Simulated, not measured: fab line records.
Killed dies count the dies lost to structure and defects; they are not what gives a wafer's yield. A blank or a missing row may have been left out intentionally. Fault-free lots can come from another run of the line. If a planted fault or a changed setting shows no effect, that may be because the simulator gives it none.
fab line records + flow n5_finfet
record
- lots=8
- wafers=22
- last_day=17
route steps=1938 shown ILD0@344 SDB@363 BEOL_M4@1111 PASSIVATION@1936
lots that met no fault: taken from a fault-free run of the same line
start_h: hours from the record's opening day to when the first of the lot's shown wafers began + wait_h: how many hours have passed since the lot's step before this one + " unchanged from the row above + L1.1+2: a single row standing in for several wafers + - value missing, or start not given + * or withheld: withheld + < > ~ a bound
route shown NAME@n: a module of which the file shows steps, and the number in the route of the first + usual: mean and standard deviation over wafers with no fault + same: alike in all rows + chamber/n: place in a boat + sites: each site's reading + _std_site: their standard deviation + _edge_site: outer sites' mean less inner sites' + radius_mm: for every site, how far away it sits from the centre of the wafer + mask NAME#n: copy n + behind: the last tool/chamber to shape the wafer + hold: why the lot was held/for how many hours/how that ended + device: the n, p or np transistor that did not switch + end of line: at the end of the route, the tests of the same wafers + where a step has no rows: the recipe by itself + killed: dies lost to structure and defects at the first sort, not the wafer's yield + map: per-die view of a wafer (x killed, . not killed, _ where there is no die)
set.NAME: the setting the step ran with; set.NAME@STEP: the setting that earlier step ran with + model.NAME: the simulator's own value behind a step, which no gauge read
route steps across a sampled set of lots; one table per step, one row per wafer
services: the hour from which a tool's chamber was out of use, counted from the record's first day as start_h (under 0 if before that day), plus the number of hours and why
## steps
# step N5_ILD0_CMP_12
# recipe
- stop_on=poly-Si
- material=SiNx
- t_overpolish_s=6
- post_cmp_clean=alkaline_brush
- down_force_psi=2.5
- platen_rpm=51.8
- pad_velocity_m_s=1.0307
- target_thk_nm=17.67
# usual
- edge_zone_pressure_frac=1.000/0.0047
- motor_current_A=9.3/0.68
- overpolish_run_s=6.000/0.0084
- time_to_endpoint_s=28.8/1.9
| lot.wafer | tool   | chamber | start_h | wait_h | edge_zone_pressure_frac | motor_current_A | overpolish_run_s | time_to_endpoint_s |
|-----------|--------|---------|---------|--------|-------------------------|-----------------|------------------|--------------------|
| L218.3    | cmp-02 | 0       | 65.70   | 1.2    | 1.001                   | 9.7             | 6.005            | 27.1               |
| L218.4    | "      | 1       | "       | "      | 0.995                   | 9.2             | 5.993            | 27.6               |
| L218.5    | "      | 2       | "       | "      | 0.996                   | 8.9             | 5.987            | 29.9               |
| L219.2    | cmp-02 | 1       | 73.96   | 1.1    | 1.005                   | 9.1             | 6.020            | 26.0               |
| L219.1    | "      | 0       | "       | "      | 0.995                   | 10.4            | 6.010            | 27.0               |
| L219.5    | "      | 1       | "       | "      | 0.995                   | 9.1             | 5.991            | 26.2               |
| L225.3    | cmp-01 | 0       | 110.54  | 1.2    | 1.004                   | 9.7             | 5.986            | 29.8               |
| L225.1    | "      | 1       | "       | "      | 1.000                   | 8.4             | 5.989            | 28.3               |
| L225.6    | "      | 0       | "       | "      | 1.007                   | 9.4             | 5.994            | 30.4               |
| L230.4    | cmp-01 | 2       | 142.84  | 0.5    | 0.995                   | 10.1            | 5.994            | 30.2               |
| L230.5    | "      | 3       | "       | "      | 1.000                   | 9.6             | 5.998            | 29.8               |
| L230.6    | "      | 0       | "       | "      | 0.995                   | 9.3             | 5.999            | 28.7               |
| L232.4    | cmp-03 | 1       | 150.99  | 0.0    | 0.995                   | 10.5            | 5.998            | 31.4               |
| L232.2    | "      | 3       | "       | "      | 1.001                   | 9.5             | 5.996            | 29.8               |
| L232.5    | "      | 1       | "       | "      | 0.993                   | 10.5            | 6.003            | 31.8               |
| L234.1    | cmp-03 | 0       | 163.50  | 1.2    | 1.005                   | 8.5             | 6.000            | 33.3               |
| L234.2    | "      | 1       | "       | "      | 1.002                   | 10.6            | 6.017            | 31.7               |
| L234.5    | "      | 0       | "       | "      | 0.998                   | 9.0             | 6.008            | 31.6               |
| L236.4    | cmp-01 | 2       | 174.42  | 1.1    | 1.002                   | 9.9             | 5.993            | 27.4               |
| L236.1    | "      | 1       | "       | "      | 0.998                   | 8.9             | 6.002            | 28.7               |
| L239.3    | cmp-01 | 3       | 195.91  | 1.2    | 0.999                   | 10.1            | 6.000            | 27.4               |
| L239.1    | "      | 0       | "       | "      | 0.998                   | 9.2             | 6.000            | 27.2               |
# step N5_SDB_STRIP_21
# recipe
- chemistry=CF4
- resist=SiARC
- power_w=300
- bias_power_w=75
- pressure_mtorr=50
- cf4_flow_sccm=150
- rf_frequency_hz=6e+07
# usual
- drypump_motor_current_A=5.9/0.33
- oes_product_au=0.77/0.088
- rf_vpp_V=270.8/1.8
- showerhead_plenum_p_Torr=1.78/0.076
- throttle_valve_pct=13.67/0.24
| lot.wafer | tool        | chamber | start_h | wait_h | drypump_motor_current_A | oes_product_au | rf_hours_counter_h | rf_vpp_V | showerhead_plenum_p_Torr | throttle_valve_pct |
|-----------|-------------|---------|---------|--------|-------------------------|----------------|--------------------|----------|--------------------------|--------------------|
| L218.3    | rie_diel-06 | 2       | 67.06   | 0.0    | 6.3                     | 0.71           | 208                | 272.7    | 1.78                     | 13.72              |
| L218.4    | "           | 0       | "       | "      | 5.8                     | 0.86           | 55                 | 268.7    | 1.76                     | 13.37              |
| L218.5    | "           | 1       | "       | "      | 5.4                     | 0.68           | -                  | 268.8    | 1.70                     | 13.84              |
| L219.1    | rie_diel-03 | 2       | 74.94   | 0.0    | 6.1                     | 0.77           | 126                | 267.3    | 1.67                     | 13.75              |
| L219.2    | "           | 1       | "       | "      | 5.9                     | 0.70           | 223                | 272.8    | 1.84                     | 14.09              |
| L219.5    | "           | 1       | "       | "      | 5.9                     | 0.70           | -                  | 271.6    | 1.84                     | 14.10              |
| L225.1    | rie_diel-03 | 1       | 111.61  | 0.0    | 5.9                     | 0.69           | 237                | 270.9    | 1.84                     | 14.13              |
| L225.3    | "           | 0       | "       | "      | 5.6                     | 0.72           | 192                | 270.8    | 1.79                     | 13.55              |
| L225.6    | "           | 2       | "       | "      | 6.1                     | 0.76           | -                  | 268.3    | 1.66                     | 13.78              |
| L230.4    | rie_diel-06 | 1       | 143.73  | 0.0    | 5.4                     | 0.91           | -                  | 275.1    | 1.90                     | 13.32              |
| L230.5    | "           | 0       | "       | "      | 5.8                     | 0.82           | -                  | 269.5    | 1.75                     | 13.44              |
| L230.6    | "           | 2       | "       | "      | 6.3                     | 0.68           | -                  | 270.2    | 1.77                     | 13.80              |
| L232.2    | rie_diel-06 | 1       | 153.39  | 0.0    | 5.4                     | 0.90           | 22                 | 272.5    | 1.90                     | 13.33              |
| L232.4    | "           | 3       | "       | "      | 6.4                     | 0.97           | 0                  | 269.8    | 1.77                     | 13.25              |
| L232.5    | "           | 2       | "       | "      | 6.3                     | 0.68           | -                  | 270.1    | 1.77                     | 13.80              |
| L234.1    | rie_diel-03 | 3       | 165.97  | 0.0    | 6.1                     | 0.77           | 111                | 273.3    | 1.88                     | 13.79              |
| L234.2    | "           | 2       | "       | "      | 6.2                     | 0.74           | 166                | 268.8    | 1.66                     | 13.84              |
| L234.5    | "           | 0       | "       | "      | 5.6                     | 0.71           | -                  | 271.5    | 1.78                     | 13.63              |
| L236.1    | rie_diel-06 | 1       | 175.53  | 0.0    | 5.4                     | 0.87           | 38                 | 272.7    | 1.90                     | 13.36              |
| L236.4    | "           | 0       | "       | "      | 5.8                     | 0.80           | 105                | 269.7    | 1.74                     | 13.47              |
| L239.1    | rie_diel-06 | 3       | 196.92  | 0.0    | 6.4                     | 0.89           | 23                 | 269.6    | 1.76                     | 13.30              |
| L239.3    | "           | 0       | "       | "      | 5.8                     | 0.80           | 113                | 270.4    | 1.74                     | 13.49              |
# step N5_SDB_HM_OPEN_20
# recipe
- chemistry=CH3F/O2
- target=SiNx
- mask_material=SOC
- target_depth_a=240
- stop_on=poly-Si
- over_etch_frac=0.4
- ion_energy_ev=120
- pressure_mtorr=30
- source_w=395
- bias_w=73
- Ar_flow_sccm=150
- CH3F_flow_sccm=30
- O2_flow_sccm=20
# usual
- drypump_motor_current_A=5.9/0.33
- oes_product_au=0.64/0.074
- rf_vpp_V=296.0/2.7
- showerhead_plenum_p_Torr=1.99/0.09
- throttle_valve_pct=16.42/0.25
| lot.wafer | tool        | chamber | start_h | wait_h | drypump_motor_current_A | oes_product_au | rf_hours_counter_h | rf_vpp_V | showerhead_plenum_p_Torr | throttle_valve_pct |
|-----------|-------------|---------|---------|--------|-------------------------|----------------|--------------------|----------|--------------------------|--------------------|
| L218.3    | rie_diel-06 | 2       | 67.08   | 0.0    | 6.3                     | 0.58           | 208                | 292.3    | 1.98                     | 16.44              |
| L218.4    | "           | 0       | "       | "      | 5.8                     | 0.73           | 55                 | 290.2    | 1.94                     | 16.09              |
| L218.5    | "           | 1       | "       | "      | 5.4                     | 0.57           | -                  | 291.8    | 1.88                     | 16.50              |
| L219.1    | rie_diel-03 | 2       | 74.96   | 0.0    | 6.2                     | 0.64           | 126                | 295.9    | 1.85                     | 16.53              |
| L219.2    | "           | 1       | "       | "      | 5.9                     | 0.58           | 223                | 299.3    | 2.06                     | 16.84              |
| L219.5    | "           | 1       | "       | "      | 5.9                     | 0.59           | -                  | 297.1    | 2.06                     | 16.85              |
| L225.1    | rie_diel-03 | 1       | 111.63  | 0.0    | 5.9                     | 0.56           | 237                | 297.3    | 2.05                     | 16.87              |
| L225.3    | "           | 0       | "       | "      | 5.5                     | 0.59           | 192                | 295.1    | 1.98                     | 16.25              |
| L225.6    | "           | 2       | "       | "      | 6.1                     | 0.63           | -                  | 296.4    | 1.85                     | 16.55              |
| L230.4    | rie_diel-06 | 1       | 143.77  | 0.0    | 5.4                     | 0.76           | -                  | 297.9    | 2.12                     | 16.07              |
| L230.5    | "           | 0       | "       | "      | 5.8                     | 0.68           | -                  | 291.6    | 1.93                     | 16.15              |
| L230.6    | "           | 2       | "       | "      | 6.3                     | 0.58           | -                  | 293.1    | 1.97                     | 16.50              |
| L232.2    | rie_diel-06 | 1       | 153.41  | 0.0    | 5.4                     | 0.73           | 22                 | 298.1    | 2.12                     | 16.06              |
| L232.4    | "           | 3       | "       | "      | 6.4                     | 0.81           | 0                  | 301.2    | 1.97                     | 16.05              |
| L232.5    | "           | 2       | "       | "      | 6.3                     | 0.58           | -                  | 293.1    | 1.97                     | 16.51              |
| L234.1    | rie_diel-03 | 3       | 165.99  | 0.0    | 6.2                     | 0.64           | 111                | 299.5    | 2.11                     | 16.61              |
| L234.2    | "           | 2       | "       | "      | 6.2                     | 0.62           | 166                | 294.8    | 1.84                     | 16.61              |
| L234.5    | "           | 0       | "       | "      | 5.5                     | 0.60           | -                  | 294.9    | 1.97                     | 16.29              |
| L236.1    | rie_diel-06 | 1       | 175.55  | 0.0    | 5.4                     | 0.73           | 38                 | 295.9    | 2.12                     | 16.09              |
| L236.4    | "           | 0       | "       | "      | 5.8                     | 0.67           | 105                | 291.3    | 1.93                     | 16.17              |
| L239.1    | rie_diel-06 | 3       | 196.94  | 0.0    | 6.5                     | 0.73           | 23                 | 301.4    | 1.96                     | 16.09              |
| L239.3    | "           | 0       | "       | "      | 5.8                     | 0.66           | 113                | 291.5    | 1.92                     | 16.20              |
# step N5_SDB_STRIP_22
# recipe
- chemistry=N2/H2
- power_w=1000
- temp_c=250
- h2_frac=0.65
- overash_fraction=0.3
- pressure_mtorr=withheld
- n2_flow_sccm=1750
- h2_flow_sccm=3250
# usual
- drypump_motor_current_A=5.97/0.29
- heater_power_w=329/38
- n2_flow_sccm=1750/5.5
- oes_product_au=0.715/0.0044
- strip_time_to_endpoint_s=96.4/0.36
| lot.wafer | tool            | chamber | start_h | wait_h | drypump_motor_current_A | heater_power_w | n2_flow_sccm | oes_product_au | rf_hours_counter_h | strip_time_to_endpoint_s |
|-----------|-----------------|---------|---------|--------|-------------------------|----------------|--------------|----------------|--------------------|--------------------------|
| L218.3    | plasma_asher-01 | 0       | 67.20   | 0.1    | 5.67                    | 310            | 1759         | 0.720          | -                  | 96.7                     |
| L218.4    | "               | 1       | "       | "      | 5.75                    | 314            | 1750         | 0.718          | -                  | 97.0                     |
| L218.5    | "               | 1       | "       | "      | 5.76                    | 311            | 1752         | 0.714          | -                  | 96.7                     |
| L219.1    | plasma_asher-02 | 1       | 75.04   | 0.1    | 6.39                    | 393            | 1760         | 0.717          | 84                 | 96.4                     |
| L219.2    | "               | 0       | "       | "      | 5.90                    | 300            | 1745         | 0.711          | 84                 | 97.0                     |
| L219.5    | "               | 0       | "       | "      | 5.90                    | 303            | 1742         | 0.724          | -                  | 96.8                     |
| L225.1    | plasma_asher-02 | 1       | 111.71  | 0.1    | 6.39                    | 392            | 1757         | 0.712          | 91                 | 96.4                     |
| L225.3    | "               | 0       | "       | "      | 5.90                    | 303            | 1752         | 0.713          | -                  | 96.7                     |
| L225.6    | "               | 0       | "       | "      | 5.89                    | 298            | 1750         | 0.711          | -                  | 96.9                     |
| L230.4    | plasma_asher-02 | 1       | 143.86  | 0.1    | 6.40                    | 388            | 1746         | 0.715          | -                  | 96.3                     |
| L230.5    | "               | 1       | "       | "      | 6.39                    | 387            | 1749         | 0.716          | -                  | 96.4                     |
| L230.6    | "               | 0       | "       | "      | 5.91                    | 303            | 1758         | 0.712          | -                  | 96.6                     |
| L232.2    | plasma_asher-01 | 0       | 153.49  | 0.1    | 5.65                    | 303            | 1745         | 0.713          | 52                 | 95.7                     |
| L232.4    | "               | 1       | "       | "      | 5.75                    | 302            | 1760         | 0.711          | -                  | 91.5                     |
| L232.5    | "               | 1       | "       | "      | 5.78                    | 314            | 1748         | 0.716          | -                  | 96.1                     |
| L234.1    | plasma_asher-02 | 1       | 166.07  | 0.1    | 6.39                    | 394            | 1738         | 0.709          | 103                | 96.0                     |
| L234.2    | "               | 0       | "       | "      | 5.91                    | 299            | 1737         | 0.720          | 103                | 96.7                     |
| L234.5    | "               | 1       | "       | "      | 6.40                    | 393            | 1744         | 0.714          | -                  | 96.4                     |
| L236.1    | plasma_asher-02 | 1       | 175.63  | 0.1    | 6.39                    | 389            | 1745         | 0.712          | 104                | 91.2                     |
| L236.4    | "               | 0       | "       | "      | 5.93                    | 306            | 1749         | 0.715          | -                  | 92.0                     |
| L239.1    | plasma_asher-02 | 1       | 197.02  | 0.1    | 6.39                    | 386            | 1749         | 0.708          | 109                | 91.6                     |
| L239.3    | "               | 1       | "       | "      | 6.41                    | 388            | 1741         | 0.718          | -                  | 96.3                     |
# step N5_SDB_ETCH_25
# recipe
- chemistry=C4F6/O2
- target=SiO2
- target_depth_a=100
- time_s=3.3
- ion_energy_ev=250
- mask_material=SiNx
- pressure_mtorr=30
- source_w=345
- bias_w=185
- Ar_flow_sccm=300
- C4F6_flow_sccm=10
- O2_flow_sccm=10
# usual
- drypump_motor_current_A=5.9/0.33
- oes_product_au=0.77/0.094
- rf_vpp_V=663/5.6
- showerhead_plenum_p_Torr=2.82/0.13
- throttle_valve_pct=21.24/0.27
| lot.wafer | tool        | chamber | start_h | wait_h | drypump_motor_current_A | oes_product_au | rf_hours_counter_h | rf_vpp_V | showerhead_plenum_p_Torr | throttle_valve_pct |
|-----------|-------------|---------|---------|--------|-------------------------|----------------|--------------------|----------|--------------------------|--------------------|
| L218.3    | rie_diel-03 | 0       | 67.68   | 0.3    | 5.6                     | 0.73           | 176                | 661      | 2.83                     | 21.00              |
| L218.4    | "           | 1       | "       | "      | 5.9                     | 0.69           | -                  | 666      | 2.93                     | 21.66              |
| L218.5    | "           | 2       | "       | "      | 6.2                     | 0.78           | -                  | 663      | 2.65                     | 21.36              |
| L219.1    | rie_diel-05 | 0       | 75.26   | 0.0    | 5.3                     | 0.73           | 199                | 659      | 2.72                     | 21.65              |
| L219.2    | "           | 2       | "       | "      | 5.4                     | 0.69           | 240                | 656      | 2.69                     | 21.21              |
| L219.5    | "           | 3       | "       | "      | 5.8                     | 0.69           | -                  | 660      | 2.71                     | 21.18              |
| L225.1    | rie_diel-05 | 3       | 111.93  | 0.0    | 5.8                     | 0.69           | 245                | 660      | 2.70                     | 21.20              |
| L225.3    | "           | 0       | "       | "      | 5.3                     | 0.72           | 212                | 658      | 2.71                     | 21.69              |
| L225.6    | "           | 1       | "       | "      | 5.9                     | 0.69           | -                  | 667      | 2.72                     | 20.85              |
| L230.4    | rie_diel-06 | 1       | 144.99  | 0.9    | 5.4                     | 0.94           | -                  | 665      | 3.01                     | 20.94              |
| L230.5    | "           | 0       | "       | "      | 5.8                     | 0.84           | -                  | 652      | 2.75                     | 20.97              |
| L230.6    | "           | 2       | "       | "      | 6.3                     | 0.69           | -                  | 653      | 2.80                     | 21.28              |
| L232.2    | rie_diel-03 | 0       | 153.78  | 0.1    | 5.6                     | 0.70           | 214                | 658      | 2.81                     | 21.04              |
| L232.4    | "           | 2       | "       | "      | 6.2                     | 0.75           | -                  | 661      | 2.63                     | 21.40              |
| L232.5    | "           | 3       | "       | "      | 6.2                     | 0.78           | -                  | 669      | 3.00                     | 21.47              |
| L234.1    | rie_diel-03 | 2       | 167.79  | 1.5    | 6.2                     | 0.75           | 167                | 663      | 2.63                     | 21.43              |
| L234.2    | "           | 0       | "       | "      | 5.6                     | 0.70           | 220                | 660      | 2.81                     | 21.04              |
| L234.5    | "           | 0       | "       | "      | 5.6                     | 0.70           | -                  | 660      | 2.81                     | 21.04              |
| L236.1    | rie_diel-03 | 1       | 175.85  | 0.0    | 5.9                     | 0.95           | 9                  | 666      | 2.91                     | 21.40              |
| L236.4    | "           | 0       | "       | "      | 5.5                     | 0.70           | 224                | 658      | 2.81                     | 21.04              |
| L239.1    | rie_diel-06 | 0       | 197.24  | 0.0    | 5.8                     | 0.80           | 113                | 651      | 2.74                     | 20.98              |
| L239.3    | "           | 3       | "       | "      | 6.5                     | 0.89           | 23                 | 676      | 2.79                     | 20.96              |
# step N5_BEOL_M4_RC_MEAS_101
# usual
- DIBL_N=35.9/1.3
- DIBL_P=36.3/1.5
- IOFF_N=0.153/0.023
- IOFF_P=0.208/0.028
- ION_N=672/9.7
- ION_P=462/6.6
- SS_N=71.5/0.53
- SS_P=73.3/0.59
- VT_N=250.4/2.7
- VT_P=-250.5/3
| lot.wafer | tool      | chamber | start_h | wait_h | DIBL_N[mV/V] | DIBL_P[mV/V] | IOFF_N[nA/um] | IOFF_P[nA/um] | ION_N[uA/um] | ION_P[uA/um] | SS_N[mV/dec] | SS_P[mV/dec] | VT_N[mV] | VT_P[mV] |
|-----------|-----------|---------|---------|--------|--------------|--------------|---------------|---------------|--------------|--------------|--------------|--------------|----------|----------|
| L218.3    | prober-02 | 0       | 168.84  | 0.3    | 35.3         | 35.2         | 0.137         | 0.175         | 660          | 453          | 71.3         | 73.1         | 250.9    | -254.6   |
| L218.4    | "         | 0       | "       | "      | 36.9         | 37.2         | 0.162         | 0.197         | 679          | 461          | 71.8         | 73.7         | 249.6    | -255.0   |
| L218.5    | "         | 0       | "       | "      | 34.4         | 33.8         | 0.120         | 0.152         | 660          | 450          | 70.7         | 72.3         | 254.1    | -257.9   |
| L219.1    | prober-01 | 0       | 183.96  | 0.0    | 35.9         | 35.8         | 0.154         | 0.189         | 673          | 457          | 71.3         | 73.1         | 251.8    | -254.4   |
| L219.2    | "         | 0       | "       | "      | 37.1         | 37.6         | 0.182         | 0.213         | 677          | 457          | 71.6         | 73.7         | 251.6    | -250.9   |
| L219.5    | "         | 0       | "       | "      | 37.2         | 37.0         | 0.181         | 0.215         | 684          | 465          | 72.2         | 74.0         | 248.6    | -250.2   |
| L225.1    | prober-01 | 0       | 225.15  | 0.0    | 37.4         | 38.0         | 0.171         | 0.221         | 674          | 466          | 72.1         | 74.5         | 248.5    | -248.4   |
| L225.3    | "         | 0       | "       | "      | 37.9         | 38.7         | 0.185         | 0.240         | 677          | 466          | 70.7         | 74.4         | 249.1    | -250.1   |
| L225.6    | "         | 0       | "       | "      | 38.0         | 39.7         | 0.196         | 0.259         | 682          | 477          | 72.0         | 74.4         | 246.2    | -249.4   |
| L230.4    | prober-02 | 0       | 251.67  | 0.5    | 36.8         | 35.5         | 0.161         | 0.211         | 677          | 454          | 71.4         | 74.0         | 253.2    | -251.8   |
| L230.5    | "         | 0       | "       | "      | 34.5         | 33.3         | 0.123         | 0.178         | 660          | 452          | 71.1         | 72.7         | 253.4    | -253.1   |
| L230.6    | "         | 0       | "       | "      | 35.1         | 33.3         | 0.129         | 0.176         | 659          | 454          | 71.6         | 73.3         | 254.8    | -253.2   |
| L232.2    | prober-02 | 0       | 268.63  | 0.2    | 36.0         | 36.8         | 0.177         | 0.237         | 687          | 471          | 71.6         | 73.8         | 243.4    | -248.4   |
| L232.4    | "         | 0       | "       | "      | 37.6         | 37.8         | 0.198         | 0.244         | 664          | 460          | 72.9         | 74.2         | 246.2    | -247.6   |
| L232.5    | "         | 0       | "       | "      | 36.6         | 36.5         | 0.174         | 0.235         | 676          | 465          | 71.9         | 73.4         | 246.1    | -246.4   |
| L234.1    | prober-02 | 0       | 279.92  | 0.0    | 36.5         | 37.9         | 0.160         | 0.218         | 675          | 461          | 70.8         | 73.0         | 251.5    | -249.8   |
| L234.2    | "         | 0       | "       | "      | 36.5         | 37.4         | 0.157         | 0.206         | 682          | 459          | 71.5         | 73.5         | 254.7    | -253.8   |
| L234.5    | "         | 0       | "       | "      | 36.9         | 37.7         | 0.169         | 0.215         | 669          | 455          | 71.6         | 73.4         | 251.7    | -250.4   |
| L236.1    | prober-02 | 0       | 304.84  | 0.0    | 34.6         | 34.6         | 0.142         | 0.180         | 679          | 461          | 70.4         | 72.8         | 248.7    | -251.5   |
| L236.4    | "         | 0       | "       | "      | 35.8         | 36.2         | 0.146         | 0.207         | 666          | 456          | 71.8         | 73.4         | 252.1    | -248.1   |
| L239.1    | prober-02 | 0       | 313.17  | 0.0    | 36.0         | 37.0         | 0.158         | 0.206         | 682          | 463          | 71.5         | 73.6         | 249.5    | -248.8   |
| L239.3    | "         | 0       | "       | "      | 36.4         | 37.5         | 0.170         | 0.215         | 691          | 468          | 71.4         | 74.6         | 248.6    | -250.0   |
# step N5_PASSIVATION_PROBE_49
# usual
- defect_limited_yield=91.1/1.5
- killed_at_M0_to_M3=35/9.5
- killed_at_M4_up=13/5.2
- killed_at_contacts=12/6.1
- killed_at_front_end=41/14
- killed_at_other=3.8/2.9
- killed_dies=105/17
- killed_open=70/13
- killed_short=33/8.4
- sort_bin_5_function=5.1/0.97
- sort_bin_6_memory=3.4/0.69
- sort_n_pass=1075/17
- sort_yield_pct=91.1/1.5
# same
- gross_dies=1180
- killed_at_back_side=0
- sort_bin_4_leakage[%]=0
- sort_bin_8_speed[%]=0
| lot.wafer | tool      | chamber | start_h | wait_h | defect_limited_yield[%] | killed_at_M0_to_M3 | killed_at_M4_up | killed_at_contacts | killed_at_front_end | killed_at_other | killed_dies | killed_open | killed_short | sort_bin_5_function[%] | sort_bin_6_memory[%] | sort_n_pass | sort_yield_pct[%] |
|-----------|-----------|---------|---------|--------|-------------------------|--------------------|-----------------|--------------------|---------------------|-----------------|-------------|-------------|--------------|------------------------|----------------------|-------------|-------------------|
| L236.4    | prober-01 | -       | 412.08  | 0.2    | 90.4                    | 25                 | 13              | 7                  | 60                  | 8               | 113         | 83          | 30           | 5.9                    | 3.4                  | 1067        | 90.4              |
# killed by level:class
L236.4 STI_FIN_REVEAL:geometric_particle:open=25 FIN_SAQP:geometric_particle:open=10 STI_FIN_REVEAL:geometric_particle:short=8 BEOL_M1:geometric_particle:open=8 DUMMY_GATE:geometric_particle:open=7 BEOL_M0_SAQP:geometric_particle:open=7 BEOL_M4:geometric_particle:open=6 MOL_CONTACT_COAG:geometric_particle:open=6
## services
| tool        | chamber | start_h | hours | kind                          |
|-------------|---------|---------|-------|-------------------------------|
| cmp-03      | -       | 47.75   | 1.2   | repair                        |
| rie_diel-05 | -       | 47.80   | 1.1   | repair                        |
| cmp-02      | -       | 52.81   | 6.3   | pm                            |
| rie_diel-03 | 3       | 54.33   | 32.3  | repair                        |
| cmp-03      | -       | 84.90   | 0.5   | repair                        |
| rie_diel-06 | 1       | 87.45   | -     | clean                         |
| rie_diel-06 | 1       | 87.45   | -     | consumable_replace:focus_ring |
| rie_diel-06 | 1       | 87.45   | -     | consumable_replace:showerhead |
| rie_diel-06 | 1       | 87.45   | 24.6  | scheduled_down                |
| cmp-02      | -       | 101.97  | 2.8   | repair                        |
| cmp-02      | -       | 109.63  | 1.5   | repair                        |
| rie_diel-05 | -       | 117.79  | 14.6  | pm                            |
| cmp-01      | -       | 123.11  | 4.0   | pm                            |
| cmp-03      | -       | 124.93  | 8.8   | repair                        |
| cmp-01      | -       | 129.59  | 1.2   | repair                        |
| rie_diel-06 | 0       | 131.83  | 6.3   | repair                        |
| cmp-03      | -       | 140.06  | 5.0   | pm                            |
| cmp-02      | -       | 141.17  | 2.8   | pm                            |
| rie_diel-05 | -       | 143.02  | 12.1  | repair                        |
| cmp-01      | -       | 148.50  | 5.8   | pm                            |
| rie_diel-03 | 0       | 160.20  | 1.9   | repair                        |
| cmp-01      | -       | 161.64  | 7.7   | pm                            |
| rie_diel-05 | 2       | 178.77  | 4.2   | repair                        |
| cmp-02      | -       | 183.58  | 4.0   | pm                            |
## key
first_sign
- step=N5_SDB_STRIP_22
- reading=strip_time_to_endpoint_s
- direction=down
- sigmas=14
- usual=*
- struck=*
effect none on later readings
met_at N5_SDB_HM_OPEN_20
struck_lots L232,L236,L239
struck_wafers L232.4,L236.1,L236.4,L239.1
not_acting_at N5_ILD0_CMP_12,N5_SDB_STRIP_21,N5_SDB_ETCH_25
onset_between 143.77 153.41
fault
- kind=process_parameter_drift
- tool=rie_diel-06
- chamber=-
- onset_h=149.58
- steps=N5_SDB_HM_OPEN_20
- channel=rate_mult
- offset=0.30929
- shape=step
- end_h=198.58
- scope=struck_wafers_only
